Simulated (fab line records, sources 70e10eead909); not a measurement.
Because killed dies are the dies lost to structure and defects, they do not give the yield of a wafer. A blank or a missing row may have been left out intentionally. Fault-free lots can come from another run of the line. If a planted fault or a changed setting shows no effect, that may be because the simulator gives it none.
fab line records    flow nand-harc
record lots=6  wafers=18  last-day=34
route steps=1302 shown A_WL_FILL@971 A_CONTACT@983 END@1302
lots with no fault: from the same line, run without faults
start-h: start of the lot's first displayed wafer, in hours after the record's first day    wait-h: hours since the lot's step before    " identical to the entry in the row above    L1.1+2: a single row standing in for several wafers    - either no value or no given start    * or withheld: withheld    < > ~ a bound
route shown NAME@n: a module of which the file shows steps, and the number in the route of the first    usual: the fault-free wafers' mean and standard deviation    same: alike in all rows    chamber/n: place in a boat    sites: the reading at each site    _std_site: the values' standard deviation    _edge_site: mean of outer sites minus mean of inner sites    radius-mm: how far each site lies from the wafer's centre    mask NAME#n: copy n    behind: the tool/chamber that last shaped the wafer    hold: the reason the lot was held/the length of the hold in hours/how it ended    device: which transistor (n, p or np) failed to switch    end of line: tests of these same wafers at the route's end    step lacking rows: just its recipe    killed: at the first sort, the dies lost to defects and structure; wafer yield is something else    map: per-die view of a wafer (x killed, . not killed, _ where there is no die)
set.NAME: the setting the step ran with; set.NAME@STEP: the setting that earlier step ran with    model.NAME: the simulator's own value behind a step, which no gauge read
certain route steps with their lots: each step a table, each wafer a row
services: the hour from which a tool's chamber was out of use, counted from the record's first day as start-h (under 0 if before that day), plus the number of hours and why
## steps
# step NHARC_A_WL_FILL_CVD_23
# recipe target-thk-a=400  temp-c=620  pressure-mtorr=200  time-s=800  material=poly-Si
# step NHARC_A_WL_FILL_ETCHBACK_26
# recipe target-depth-a=520  time-s=13.3  hbr-flow-sccm=150  rf-w=350  icp-w=350  bias-w=60  chemistry=HBr
# usual drypump-motor-current-A=5.8/0.49  oes-product-au=1.000/0.008  throttle-valve-pct=23.266/0.0097
lot.wafer  tool       chamber  start-h  wait-h  drypump-motor-current-A  oes-product-au  rf-hours-counter-h  throttle-valve-pct
L653.4     rie-si-02  3        481.92   0.4     5.8                      1.008           0.1                 23.275
L653.1     "          2        "        "       5.9                      0.993           0.2                 23.272
L653.6     "          3        "        "       5.8                      0.991           -                   23.277
L664.1     rie-si-01  0        590.21   0.4     5.9                      1.025           0.2                 23.255
L664.2     "          1        "        "       6.5                      0.996           0.1                 23.268
L664.5     "          3        "        "       4.8                      1.015           -                   23.276
L667.1     rie-si-01  3        620.29   0.4     4.8                      1.002           0.4                 23.255
L667.3     "          0        "        "       5.9                      1.007           0.3                 23.267
L667.5     "          0        "        "       5.9                      1.015           -                   23.265
L673.1     rie-si-05  1        690.49   0.4     5.7                      0.990           0.1                 23.267
L673.3     "          3        "        "       5.7                      0.999           0.1                 23.263
L673.4     "          0        "        "       5.5                      1.007           0.1                 23.272
L675.4     rie-si-01  3        717.14   0.4     4.8                      1.017           1.1                 23.267
L675.3     "          0        "        "       5.9                      1.003           0.9                 23.262
L675.1     "          1        "        "       6.5                      0.994           0.7                 23.276
L676.1     rie-si-05  3        720.97   0.4     5.7                      1.006           0.3                 23.276
L676.4     "          1        "        "       5.7                      1.009           0.4                 23.272
L676.5     "          0        "        "       5.5                      1.009           -                   23.251
# step NHARC_A_WL_FILL_PRECLEAN_30
# recipe time-s=10  chemistry=dHF
# step NHARC_A_WL_FILL_SRD_14
# step NHARC_A_WL_FILL_ALD_19
# recipe target-thk-a=20  pulse-time-s=3  ald-cycles=100  temp-c=450  material=TiN
# usual heater-power-w=1092/82  precursor-pulse-height-rel=0.998/0.02
lot.wafer  tool          chamber  start-h  wait-h  heater-power-w  precursor-pulse-height-rel
L653.1     ald-metal-01  0        482.21   0.1     1067            1.016
L653.4     "             2        "        "       1145            0.992
L653.6     "             3        "        "       1066            1.025
L664.1     ald-metal-02  0        590.47   0.1     1039            0.983
L664.2     "             1        "        "       1016            0.981
L664.5     "             0        "        "       1040            1.004
L667.3     ald-metal-01  2        620.56   0.1     1166            1.037
L667.1     "             0        "        "       1070            1.002
L667.5     "             3        "        "       1062            1.007
L673.3     ald-metal-01  0        690.76   0.1     1088            0.965
L673.4     "             1        "        "       988             0.997
L673.1     "             3        "        "       1034            1.015
L675.1     ald-metal-02  0        717.40   0.1     1035            0.973
L675.4     "             2        "        "       1041            1.016
L675.3     "             3        "        "       1139            1.014
L676.1     ald-metal-03  2        721.26   0.1     1091            0.993
L676.4     "             0        "        "       1216            0.982
L676.5     "             2        "        "       1099            1.001
# step NHARC_A_WL_FILL_CVD_20
# recipe target-thk-a=1000  temp-c=400  pressure-torr=40  wf6-flow-sccm=40  h2-flow-sccm=1600  ar-flow-sccm=1560  time-s=74  material=W
# usual heater-power-w=793/74  mfc-ar-sccm=1561/4.6  throttle-valve-pct=7.96/0.26
lot.wafer  tool      chamber  start-h  wait-h  heater-power-w  mfc-ar-sccm  throttle-valve-pct
L653.1     cvd-w-02  0        -        -       873             1555         7.48
L653.4     "         0        "        "       864             1564         7.55
L653.6     "         1        "        "       822             1554         7.96
L664.2     cvd-w-01  1        -        -       688             1556         7.75
L664.1     "         0        "        "       766             1558         8.19
L664.5     "         0        "        "       731             1561         8.24
L667.1     cvd-w-01  1        -        -       695             1556         7.92
L667.3     "         1        "        "       685             1549         7.83
L667.5     "         1        "        "       679             1564         8.14
L673.1     cvd-w-01  0        -        -       787             1562         8.32
L673.4     "         0        "        "       749             1559         8.65
L673.3     "         1        "        "       673             1567         7.76
L675.1     cvd-w-02  1        -        -       837             1560         8.01
L675.3     "         0        "        "       844             1553         7.80
L675.4     "         1        "        "       826             1561         7.95
L676.1     cvd-w-02  0        -        -       874             1566         7.99
L676.4     "         0        "        "       865             1566         8.06
L676.5     "         0        "        "       856             1570         7.69
# step NHARC_A_WL_FILL_CMP_12
# recipe t-overpolish-s=30  target-thk-nm=100
# usual motor-current-A=11.6/1  overpolish-run-s=30.000/0.0097  time-to-endpoint-s=19.7/1.9
lot.wafer  tool    chamber  start-h  wait-h  motor-current-A  overpolish-run-s  time-to-endpoint-s
L653.4     cmp-03  0        482.57   0.1     11.9             29.986            21.2
L653.1     "       2        "        "       10.5             29.993            18.8
L653.6     "       1        "        "       11.4             29.998            20.0
L664.1     cmp-04  3        590.85   0.2     10.7             29.992            21.4
L664.2     "       1        "        "       10.7             30.001            20.4
L664.5     "       3        "        "       10.2             30.003            20.0
L667.1     cmp-03  1        620.99   0.2     11.8             29.983            19.6
L667.3     "       2        "        "       10.5             30.007            21.3
L667.5     "       0        "        "       11.5             29.987            20.5
L673.1     cmp-03  1        691.16   0.2     12.0             30.023            21.2
L673.4     "       2        "        "       10.2             30.006            17.6
L673.3     "       3        "        "       11.7             30.008            19.5
L675.4     cmp-03  0        717.81   0.1     11.5             30.000            20.0
L675.1     "       1        "        "       12.2             30.021            18.3
L675.3     "       3        "        "       12.3             29.999            15.6
L676.1     cmp-03  2        721.63   0.1     10.6             29.992            21.1
L676.4     "       3        "        "       11.5             30.005            15.3
L676.5     "       3        "        "       11.5             30.007            18.4
# step NHARC_A_WL_FILL_SRD_31
# step NHARC_A_WL_FILL_INSPECT_15
# usual raw-defect-count=501/130
lot.wafer  tool               chamber  start-h  wait-h  raw-defect-count
L653.1     defect-inspect-01  -        483.03   0.0     392
L653.4     "                  -        "        "       374
L653.6     "                  -        "        "       442
L664.1     defect-inspect-02  -        591.31   0.0     556
L664.2     "                  -        "        "       563
L664.5     "                  -        "        "       633
L667.1     defect-inspect-02  -        621.40   0.0     444
L667.3     "                  -        "        "       393
L667.5     "                  -        "        "       450
L673.1     defect-inspect-02  -        691.60   0.0     682
L673.3     "                  -        "        "       567
L673.4     "                  -        "        "       802
L675.1     defect-inspect-02  -        718.29   0.0     624
L675.3     "                  -        "        "       698
L675.4     "                  -        "        "       516
L676.1     defect-inspect-01  -        722.12   0.0     433
L676.4     "                  -        "        "       410
L676.5     "                  -        "        "       457
# step NHARC_A_CONTACT_DEP_24
# recipe target-thk-a=5000  temp-c=400  pressure-torr=6.5  rf-w=900  teos-flow-sccm=161.4  flow-sccm=2650  target-thk-nm=500  gas=O2  material=SiO2
# usual heater-power-w=553/78  rf-fwd-power-W=898.7/2.7  throttle-valve-pct=16.0/0.56
lot.wafer  tool      chamber  start-h  wait-h  heater-power-w  rf-fwd-power-W  throttle-valve-pct
L653.1     pecvd-01  0        483.16   0.1     512             902.1           15.9
L653.4     "         0        "        "       527             904.5           16.0
L653.6     "         1        "        "       609             902.1           14.6
L664.2     pecvd-01  1        591.38   0.1     616             1006.9          14.7
L664.1     "         2        "        "       588             1007.7          16.8
L664.5     "         1        "        "       511             1005.7          14.9
L667.1     pecvd-01  0        621.58   0.2     535             1008.9          15.6
L667.3     "         2        "        "       592             1006.9          16.6
L667.5     "         0        "        "       545             1008.6          15.8
L673.3     pecvd-02  0        691.73   0.1     464             900.6           15.9
L673.1     "         1        "        "       614             898.7           16.2
L673.4     "         2        "        "       674             904.2           15.8
L675.3     pecvd-02  0        718.36   0.1     398             900.7           16.1
L675.1     "         1        "        "       545             899.0           16.1
L675.4     "         0        "        "       439             898.3           16.0
L676.1     pecvd-03  2        722.25   0.1     455             900.6           16.0
L676.5     "         1        "        "       427             898.5           16.2
L676.4     "         0        "        "       638             898.1           16.9
# step NHARC_END_SORT_01
# recipe temp-c=25
# usual killed-at-array=62/16  killed-at-other=0.8/1.1  killed-at-periphery=4/3.2  killed-dies=67/16  killed-open=3.5/1.9  killed-short=2.1/1.5
# same gross-dies=677
lot.wafer  tool       chamber  start-h  wait-h  killed-at-array  killed-at-other  killed-at-periphery  killed-dies  killed-open  killed-short
L664.1     prober-01  0        679.99   2.5     43               0                5                    48           0            4
L667.1     prober-01  0        698.04   2.5     62               2                1                    65           2            1
L667.5     prober-01  0        701.23   3.7     58               0                4                    62           4            0
# killed by level:class
L664.1 A_CHANNEL_HOLE_D1:chamber-film-flake=28 A_SLIT:chamber-film-flake=4 A_CONTACT:chamber-film-flake=4 P_STI:chamber-film-flake=3 A_SGD_CUT:geometric-particle:short=2 A_WL_FILL:geometric-particle:short=2 A_BONDPAD:chamber-film-flake=2 P_GATE:chamber-film-flake=1
L667.1 A_SLIT:chamber-film-flake=26 A_CHANNEL_HOLE_D2:chamber-film-flake=15 A_CONTACT:chamber-film-flake=8 A_STAIRCASE:chamber-film-flake=4 A_CHANNEL_HOLE_D1:chamber-film-flake=3 THIN_TSV:chamber-film-flake=2 A_ONON_D2:geometric-particle:short=1 A_CHANNEL_FILL_D2:geometric-particle:open=1
L667.5 A_CHANNEL_HOLE_D2:chamber-film-flake=21 A_SLIT:chamber-film-flake=20 A_CHANNEL_HOLE_D1:chamber-film-flake=5 A_CONTACT:chamber-film-flake=4 A_ONON_D2:geometric-particle:open=2 A_STAIRCASE:chamber-film-flake=2 A_WL_FILL:chamber-film-flake=2 P_M0:geometric-particle:open=1
## services
tool          chamber  start-h  hours  kind
rie-si-01     0        458.12   3.6    repair
cmp-03        -        467.43   1.5    repair
pecvd-01      -        492.83   13.0   pm
ald-metal-01  -        526.22   10.0   pm
cvd-w-02      -        534.14   1.1    repair
cmp-03        -        536.75   6.0    repair
rie-si-01     -        547.00   9.0    pm
cvd-w-01      -        547.35   13.0   pm
cmp-03        -        554.11   4.0    pm
rie-si-01     1        560.91   5.2    repair
cvd-w-02      0        565.73   1.8    repair
cmp-03        -        570.60   2.0    repair
cmp-03        -        589.26   3.3    repair
pecvd-01      0        590.07   2.0    repair
cmp-03        -        596.08   0.7    repair
cvd-w-01      1        603.71   2.9    repair
ald-metal-01  2        622.00   3.9    repair
cmp-03        -        628.60   1.0    repair
cvd-w-02      -        631.00   13.0   pm
cvd-w-01      0        633.12   6.6    repair
cmp-03        -        638.02   0.7    repair
ald-metal-01  3        644.38   23.8   repair
cmp-03        -        652.11   4.0    pm
rie-si-01     1        665.37   6.3    repair
## key
first-sign step=NHARC_A_CONTACT_DEP_24  reading=rf-fwd-power-W  direction=up  sigmas=40  usual=*  struck=*
effect none on later readings
met-at NHARC_A_CONTACT_DEP_24
struck-wafers L664.1,L664.2,L664.5,L667.1,L667.3,L667.5
tester-left-out L664,L667
onset-between 483.16 591.38
fault kind=process-parameter-drift  tool=pecvd-01  chamber=-  onset-h=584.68  steps=NHARC_A_CONTACT_DEP_24  channel=rf-w  offset=*  shape=step  end-h=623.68  acts-in=*  stated=*
# tester-left-out: of these lots the tester's yield and bins aren't shown, on N5 and GAA mostly nor the transistor test; their killed dies are dies lost to structure and defects alone, not to doping, threshold or leakage, so they don't give the yield
